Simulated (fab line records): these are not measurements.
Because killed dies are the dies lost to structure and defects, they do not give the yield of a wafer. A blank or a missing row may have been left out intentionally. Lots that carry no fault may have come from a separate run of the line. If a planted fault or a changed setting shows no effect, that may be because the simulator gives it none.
fab line records	flow n5_finfet	part 2 of 2: steps 19 to 28 of 28
[record] lots = 5	wafers = 15	last_day = 20
route steps=1938 shown BEOL_M10@1505
lots that met no fault: from a run of the same line without faults
start_h: the number of hours between the record's first day and the start of the first shown wafer of the lot	wait_h: how many hours have passed since the lot's step before this one	" identical to the entry in the row above	L1.1+2: a single row standing in for several wafers	- no value, or no start was given	* or withheld: withheld	< > ~ a bound
route shown NAME@n: a module of which the file shows steps, and the number in the route of the first	usual: average and standard deviation across the fault-free wafers	same: alike in all rows	chamber/n: place in a boat	sites: the reading at each site	_std_site: standard deviation across them	_edge_site: the outer-site mean with the inner-site mean subtracted	radius_mm: for every site, how far away it sits from the centre of the wafer	mask NAME#n: copy n	behind: tool/chamber where the wafer was last shaped	hold: why the lot was held/for how many hours/how that ended	device: which transistor (n, p or np) failed to switch	end of line: the tests these same wafers got at the end of their route	a step with no rows: only its recipe	killed: the dies lost at the first sort to structure and to defects; this is not the yield of the wafer	map: a wafer's dies, marking killed ones x, the rest . and places with no die _
set.NAME: the setting as run; set.NAME@STEP: as run at that earlier step	model.NAME: the simulator's own value behind a step, which no gauge read
a table for each step, a row for each wafer; lots at some steps of the route
services: the hour from which a tool's chamber was out of use, counted from the record's first day as start_h (under 0 if before that day), plus the number of hours and why
[[steps]]
[step N5_BEOL_M10_PRE_CLEAN_45]
[recipe] gas = H2/He	time_s = 30	temp_c = 250
[usual] heater_power_w = 309/28
lot.wafer	tool	chamber	start_h	wait_h	heater_power_w
L075.1	pvd_sputter-02	-	322.41	0.0	277
L075.5	"	-	"	"	277
L075.6	"	-	"	"	307
L081.1	pvd_sputter-01	-	381.87	0.0	335
L081.2	"	-	"	"	308
L081.4	"	-	"	"	373
L084.2	pvd_sputter-02	-	382.08	0.0	345
L084.3	"	-	"	"	281
L084.6	"	-	"	"	274
L089.3	pvd_sputter-03	-	407.32	0.0	267
L089.5	"	-	"	"	269
L089.6	"	-	"	"	297
L091.1	pvd_sputter-03	-	417.77	0.0	266
L091.2	"	-	"	"	335
L091.6	"	-	"	"	267
[step N5_BEOL_M10_ALD_74]
[recipe] material = TaN	target_thk_a = 20	temp_c = 275	ald_precursor_family = PDMAT	ald_co_reactant = NH3	pressure_torr = 3	carrier_flow_sccm = 1500	pulse_time_s = 2	purge_time_s = 3	co_reactant_purge_time_s = 2	co_reactant_pulse_time_s = 3	ald_cycles = 40	precursor_vessel_temp_c = 75	precursor_vessel_pressure_torr = 26.25	precursor_vessel_carrier_sccm = 1000
[usual] chamber_pressure_Torr = 3.001/0.0069	heater_power_w = 415/47
lot.wafer	tool	chamber	start_h	wait_h	chamber_pressure_Torr	heater_power_w
L075.1	ald_metal-02	3	322.47	0.0	3.005	389
L075.5	"	1	"	"	3.000	520
L075.6	"	0	"	"	3.010	489
L081.1	ald_metal-01	1	382.05	0.2	2.982	418
L081.2	"	0	"	"	3.007	386
L081.4	"	2	"	"	3.001	409
L084.2	ald_metal-01	0	382.31	0.2	2.990	390
L084.3	"	3	"	"	2.998	392
L084.6	"	3	"	"	3.010	387
L089.3	ald_metal-02	2	407.61	0.3	2.992	364
L089.5	"	2	"	"	2.997	368
L089.6	"	3	"	"	3.012	377
L091.1	ald_metal-04	2	417.83	0.0	2.997	404
L091.2	"	0	"	"	2.991	409
L091.6	"	2	"	"	2.989	408
[step N5_BEOL_M10_SURFACE_TREAT_76]
[recipe] gas = Ar	time_s = *	ion_energy_ev = *	ion_current_ma_cm2 = 0.5	pressure_mtorr = *	ar_flow_sccm = 30
[usual] throttle_valve_pct = *
lot.wafer	tool	chamber	start_h	wait_h	throttle_valve_pct
L075.1	pvd_sputter-02	-	322.77	0.2	*
L075.5	"	-	"	"	*
L075.6	"	-	"	"	*
L081.1	pvd_sputter-01	-	382.37	0.2	*
L081.2	"	-	"	"	*
L081.4	"	-	"	"	*
L084.2	pvd_sputter-01	-	382.66	0.2	*
L084.3	"	-	"	"	*
L084.6	"	-	"	"	*
L089.3	pvd_sputter-03	-	409.36	1.6	*
L089.5	"	-	"	"	*
L089.6	"	-	"	"	*
L091.1	pvd_sputter-03	-	418.21	0.2	*
L091.2	"	-	"	"	*
L091.6	"	-	"	"	*
[step N5_BEOL_M10_CVD_75]
[recipe] material = Co	target_thk_a = 20	temp_c = withheld	precursor = CCTBA/H2	pressure_torr = 30	time_s = 138.9
[usual] chamber_pressure_Torr = 30.00/0.063
lot.wafer	tool	chamber	start_h	wait_h	chamber_pressure_Torr
L075.1	cvd_co-02	0	322.83	0.0	30.03
L075.5	"	1	"	"	30.11
L075.6	"	0	"	"	29.93
L081.1	cvd_co-01	2	382.45	0.1	30.07
L081.2	"	1	"	"	29.99
L081.4	"	1	"	"	29.99
L084.2	cvd_co-01	0	382.89	0.2	30.04
L084.3	"	1	"	"	29.94
L084.6	"	1	"	"	30.01
L089.3	cvd_co-02	1	409.42	0.0	30.12
L089.5	"	0	"	"	30.14
L089.6	"	2	"	"	29.96
L091.1	cvd_co-01	2	418.28	0.1	29.89
L091.2	"	1	"	"	29.90
L091.6	"	1	"	"	29.88
[step N5_BEOL_M10_SPUTTER_48]
[recipe] material = Cu	target_thk_a = 120	temp_c = -20	bias_v = 60	power_w = 26000	chamber_pressure_pa = 0.13	time_s = 2
[usual] throttle_valve_pct = 29.9/0.74
lot.wafer	tool	chamber	start_h	wait_h	throttle_valve_pct
L075.1	pvd_sputter-02	-	323.01	0.1	29.7
L075.5	"	-	"	"	29.8
L075.6	"	-	"	"	30.6
L081.1	pvd_sputter-01	-	382.58	0.1	29.7
L081.2	"	-	"	"	29.1
L081.4	"	-	"	"	31.2
L084.2	pvd_sputter-01	-	383.30	0.4	29.4
L084.3	"	-	"	"	30.0
L084.6	"	-	"	"	31.2
L089.3	pvd_sputter-03	-	409.60	0.1	29.5
L089.5	"	-	"	"	28.6
L089.6	"	-	"	"	30.3
L091.1	pvd_sputter-01	-	418.41	0.1	29.7
L091.2	"	-	"	"	29.4
L091.6	"	-	"	"	29.3
[step N5_BEOL_M10_ECD_50]
[recipe] material = Cu	target_thk_a = 3180
lot.wafer	tool	chamber	start_h	wait_h
L075.1+5+6	ecd_cu-02	0,1,0	323.13	0.1
L081.1+2+4	ecd_cu-02	1,0,1	382.69	0.1
L084.2+3+6	ecd_cu-02	0,0,1	383.41	0.1
L089.3+5+6	ecd_cu-01	1,1,0	409.75	0.1
L091.1+2+6	ecd_cu-01	1,0,0	418.54	0.1
[step N5_BEOL_M10_ANNEAL_51]
[recipe] temp_c = 225	time_s = 90	ambient = N2
[usual] wafer_temp_C_max = 226.08/0.26
lot.wafer	tool	chamber	start_h	wait_h	wafer_temp_C_max
L075.1	rtp_anneal-02	0	323.24	0.1	225.89
L075.5	"	0	"	"	225.97
L075.6	"	0	"	"	225.70
L081.1	rtp_anneal-01	0	383.04	0.3	226.16
L081.2	"	0	"	"	226.72
L081.4	"	0	"	"	226.34
L084.2	rtp_anneal-01	0	383.57	0.1	225.93
L084.3	"	0	"	"	225.64
L084.6	"	0	"	"	225.99
L089.3	rtp_anneal-01	0	409.95	0.2	226.15
L089.5	"	0	"	"	226.18
L089.6	"	0	"	"	226.17
L091.1	rtp_anneal-02	0	418.85	0.3	226.07
L091.2	"	0	"	"	225.72
L091.6	"	0	"	"	225.78
[step N5_BEOL_M10_CMP_52]
[recipe] stop_on = SiCOH_lowk	t_overpolish_s = 7	down_force_psi = 1	platen_rpm = 50	clearing_platen_down_force_psi = 1.5	clearing_platen_rpm = 50	post_cmp_clean = cu_alkaline	target_thk_nm = 140	clearing_platen_pad_velocity_m_s = 0.99484	pad_velocity_m_s = 0.99484
[usual] barrier_field_endpoint_s = 29.0/0.77	motor_current_A = 6.2/0.43	overpolish_run_s = 7.001/0.0081	time_to_endpoint_s = 67/3.5
lot.wafer	tool	chamber	start_h	wait_h	barrier_field_endpoint_s	motor_current_A	overpolish_run_s	time_to_endpoint_s
L075.1	cmp-02	2	323.58	0.3	29.4	6.2	7.004	68
L075.5	"	1	"	"	30.4	6.0	7.003	71
L075.6	"	2	"	"	28.4	6.0	7.012	65
L081.1	cmp-02	3	383.42	0.3	28.4	6.8	7.002	65
L081.4	"	0	"	"	29.2	6.0	6.998	67
L081.2	"	1	"	"	29.6	5.9	6.997	67
L084.3	cmp-03	0	383.86	0.2	29.3	6.4	6.997	64
L084.2	"	1	"	"	28.4	6.7	7.008	71
L084.6	"	0	"	"	29.3	6.0	7.001	67
L089.3	cmp-04	3	410.28	0.3	28.0	6.8	6.998	60
L089.6	"	0	"	"	29.3	5.5	6.994	64
L089.5	"	1	"	"	29.8	5.7	7.016	71
L091.2	cmp-04	1	419.14	0.2	29.7	6.0	6.993	73
L091.1	"	2	"	"	29.6	6.1	6.999	71
L091.6	"	1	"	"	30.3	5.8	7.003	74
[step N5_BEOL_M10_THK_MEAS_53]
[recipe] thk_meas_gauge = xrf	reads = Cu_of_BEOL_M10_ECD_50
[usual] M10_THK = 140/4.3
lot.wafer	tool	chamber	start_h	wait_h	M10_THK[nm]
L075.1	film_metro-01	-	323.83	-	144
L075.5	"	-	"	"	142
L075.6	"	-	"	"	143
L081.1	film_metro-01	-	383.68	-	134
L081.2	"	-	"	"	147
L081.4	"	-	"	"	134
L084.2	film_metro-02	-	384.12	-	140
L084.3	"	-	"	"	136
L084.6	"	-	"	"	136
L089.3	film_metro-02	-	410.47	-	140
L089.5	"	-	"	"	144
L089.6	"	-	"	"	143
L091.1	film_metro-01	-	419.44	-	146
L091.2	"	-	"	"	136
L091.6	"	-	"	"	145
[step N5_BEOL_M10_PRE_CLEAN_55]
[recipe] gas = NH3	time_s = 15	temp_c = withheld	rf_power_w = 300
lot.wafer	tool	chamber	start_h	wait_h
L075.1+5+6	pecvd-04	2,2,1	323.87	0.0
L081.1+2+4	pecvd-04	1,0,0	383.71	0.0
L084.2+3+6	pecvd-03	1,0,2	384.15	0.0
L089.3+5+6	pecvd-03	1,1,0	410.51	0.0
L091.1+2+6	pecvd-03	0,2,2	419.48	0.0
[[services]]
tool	chamber	start_h	hours	kind
rie_diel-04	0	298.90	4.3	repair
ald_metal-04	-	301.79	2.8	pm
cmp-04	-	308.45	1.2	repair
rie_diel-03	0	309.46	-	clean
cmp-04	-	319.52	8.4	repair
uv_cure-03	-	328.24	1.5	repair
ald_metal-01	-	328.96	1.2	repair
rie_diel-04	2	332.82	4.0	repair
ald_metal-01	-	337.25	14.0	pm
cmp-03	-	345.46	2.0	repair
uv_cure-03	-	347.32	28.1	pm
cmp-03	-	351.98	2.6	repair
pecvd-03	1	352.44	2.7	repair
ald_metal-04	-	381.72	4.3	pm
cmp-04	-	381.92	4.0	pm
cmp-02	-	387.25	5.8	pm
ald_metal-04	3	388.97	17.6	repair
rie_diel-01	0	394.03	3.4	repair
cmp-04	-	396.87	3.4	repair
rie_diel-04	3	403.00	26.1	repair
rie_diel-01	1	409.37	8.5	repair
ald_metal-02	-	414.41	6.0	pm
rie_diel-03	1	417.77	8.0	repair
cmp-02	-	418.69	0.5	repair
